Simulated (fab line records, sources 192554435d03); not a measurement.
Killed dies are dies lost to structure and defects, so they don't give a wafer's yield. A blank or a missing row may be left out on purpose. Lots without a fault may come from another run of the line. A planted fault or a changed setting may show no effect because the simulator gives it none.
Which tool did it? | flow n5_finfet | 24 lots, 72 wafers sampled, at 2 steps of a route of 1938

WHAT THE GAUGES READ, wafer by wafer
N5_WELL_APT_OVL_MEAS_09. Usual: NWELL_OVL -4 nm, standard deviation 5.
lot  | measured    | on         | NWELL_OVL (nm) | flag
L074 | day 1 13:37 | overlay-02 | -6 -1 -10      |
L075 | day 1 20:19 | overlay-02 | 1 3 -3         |
L076 | day 2 01:43 | overlay-02 | -8 -10 -12     |
L077 | day 2 08:43 | overlay-02 | -8 -5 -5       |
L078 | day 2 13:35 | overlay-01 | -7 -9 -2       |
L079 | day 2 20:01 | overlay-01 | 2 1 1          |
L080 | day 3 01:51 | overlay-01 | -3 -3 -4       |
L081 | day 3 07:35 | overlay-02 | -6 -5 -2       |
L082 | day 3 13:43 | overlay-01 | -2 -2 -3       |
L083 | day 3 19:43 | overlay-01 | -11 -7 -10     |
L084 | day 4 01:50 | overlay-02 | -11 -3 -13     |
L085 | day 4 07:58 | overlay-01 | -11 -6 -1      |
L086 | day 4 13:43 | overlay-02 | 8 -3 1         |
L087 | day 4 19:50 | overlay-01 | -13 -13 -13    |
L088 | day 5 01:49 | overlay-02 | -4 -5 0        |
L089 | day 5 07:44 | overlay-02 | -7 -8 -2       |
L090 | day 5 13:50 | overlay-01 | -1 -7 -4       |
L091 | day 5 19:56 | overlay-02 | 1 -8 3         |
L092 | day 6 01:35 | overlay-02 | 5 1 6          |
L093 | day 6 07:58 | overlay-01 | -5 -3 -7       |
L094 | day 6 13:35 | overlay-02 | -1 4 -6        |
L095 | day 6 19:36 | overlay-02 | -6 -2 -2       |
L096 | day 7 01:52 | overlay-02 | 10 0 -1        |
L097 | day 7 07:37 | overlay-01 | 5 -3 -1        |

WHICH TOOL RAN EACH LOT (tool, then ch and the chambers of the sampled wafers, then the start)
lot  | N5_ZERO_LAYER_DESCUM_16
L074 | rie_diel-05 ch 0,1,2, day 1 12:43
L075 | rie_diel-05 ch 0,2, day 1 19:14
L076 | rie_diel-05 ch 0,2,3, day 2 00:49
L077 | rie_diel-05 ch 0,2, day 2 07:48
L078 | rie_diel-03 ch 0,1, day 2 12:41
L079 | rie_diel-05 ch 0,1,3, day 2 18:59
L080 | rie_diel-03 ch 0,3, day 3 00:48
L081 | rie_diel-06 ch 0,1, day 3 06:41
L082 | rie_diel-06 ch 0,1,2, day 3 12:49
L083 | rie_diel-05 ch 1,2, day 3 18:48
L084 | rie_diel-05 ch 0,1,3, day 4 00:48
L085 | rie_diel-06 ch 0,3, day 4 06:55
L086 | rie_diel-03 ch 1,2,3, day 4 12:41
L087 | rie_diel-06 ch 0,1, day 4 18:48
L088 | rie_diel-05 ch 0,1,3, day 5 00:54
L089 | rie_diel-06 ch 0,1,2, day 5 06:42
L090 | rie_diel-05 ch 1,2, day 5 12:49
L091 | rie_diel-03 ch 0,1,3, day 5 18:54
L092 | rie_diel-06 ch 0,1,2, day 6 00:41
L093 | rie_diel-06 ch 0,2,3, day 6 07:01
L094 | rie_diel-06 ch 0,1, day 6 12:41
L095 | rie_diel-03 ch 0,1, day 6 18:41
L096 | rie_diel-05 ch 0,1,2, day 7 00:57
L097 | rie_diel-05 ch 0,1, day 7 06:43
- N5_ZERO_LAYER_DESCUM_16: chemistry O2, time 7.9 s.

WHAT THE TOOLS THEMSELVES READ (means of the sampled wafers that have a number; where no wafer has one, the mark that the record gives instead)
N5_ZERO_LAYER_DESCUM_16. Usual: drypump_motor_current_A 5.75 A, standard deviation 0.26; oes_product_au 0.79 a.u., standard deviation 0.086; rf_vpp_V 243.1 V, standard deviation 1.2; showerhead_plenum_p_Torr 2.09 Torr, standard deviation 0.066; throttle_valve_pct 20.47 %, standard deviation 0.27.
lot  | tool        | drypump_motor_current_A (A) | oes_product_au (a.u.) | rf_vpp_V (V) | showerhead_plenum_p_Torr (Torr) | throttle_valve_pct (%) | flag
L074 | rie_diel-05 | 5.71                        | 0.85                  | 242.0        | 2.08                            | 20.22                  |
L075 | rie_diel-05 | 5.67                        | 0.89                  | 242.8        | 2.10                            | 20.30                  |
L076 | rie_diel-05 | 5.86                        | 0.81                  | 242.4        | 2.05                            | 20.55                  |
L077 | rie_diel-05 | 5.67                        | 0.89                  | 244.5        | 2.10                            | 20.31                  |
L078 | rie_diel-03 | 5.94                        | 0.74                  | 242.3        | 2.04                            | 20.52                  |
L079 | rie_diel-05 | 5.91                        | 0.75                  | 242.4        | 2.03                            | 20.47                  |
L080 | rie_diel-03 | 5.35                        | 0.76                  | 243.5        | 2.08                            | 20.40                  |
L081 | rie_diel-06 | 5.89                        | 0.76                  | 244.3        | 2.17                            | 20.59                  |
L082 | rie_diel-06 | 5.75                        | 0.75                  | 244.1        | 2.13                            | 20.53                  |
L083 | rie_diel-05 | 5.63                        | 0.85                  | 243.3        | 2.12                            | 20.09                  |
L084 | rie_diel-05 | 5.89                        | 0.75                  | 242.0        | 2.02                            | 20.49                  |
L085 | rie_diel-06 | 5.81                        | 0.90                  | 243.4        | 2.13                            | 20.64                  |
L086 | rie_diel-03 | 5.67                        | 0.73                  | 242.3        | 2.03                            | 20.56                  |
L087 | rie_diel-06 | 5.87                        | 0.76                  | 244.9        | 2.17                            | 20.61                  |
L088 | rie_diel-05 | 5.90                        | 0.74                  | 242.5        | 2.02                            | 20.50                  |
L089 | rie_diel-06 | 5.76                        | 0.74                  | 243.9        | 2.13                            | 20.56                  |
L090 | rie_diel-05 | 5.69                        | 0.80                  | 243.1        | 2.09                            | 20.04                  |
L091 | rie_diel-03 | 5.60                        | 0.74                  | 243.1        | 2.05                            | 20.49                  |
L092 | rie_diel-06 | 5.75                        | 0.74                  | 243.5        | 2.13                            | 20.56                  |
L093 | rie_diel-06 | 5.72                        | 0.80                  | 243.9        | 2.11                            | 20.59                  |
L094 | rie_diel-06 | 5.90                        | 0.74                  | 243.2        | 2.17                            | 20.63                  |
L095 | rie_diel-03 | 5.67                        | 0.72                  | 242.0        | 2.04                            | 20.50                  |
L096 | rie_diel-05 | 5.73                        | 0.80                  | 242.9        | 2.07                            | 20.28                  |
L097 | rie_diel-05 | 5.81                        | 0.76                  | 242.2        | 2.04                            | 20.44                  |

THE ANSWER, worked out from the rows above alone
Rule: a lot is off if the mean of its wafers that have a number lies more than 3 standard deviations from the usual mean. A lot without any number at a reading at which 4 lots or more have one is off too. The other lots that the step has rows for count as sound. The gauges are gone through in route order, then the tools' own readings, and for those a lot's mean is taken as printed above. The first step at which some lot is off is used, and at that step the reading that is off furthest; a lot without a number counts as furthest.
No lot is off at any reading shown: from this, nothing can be told.

WHAT THE SIMULATOR HAD PUT IN
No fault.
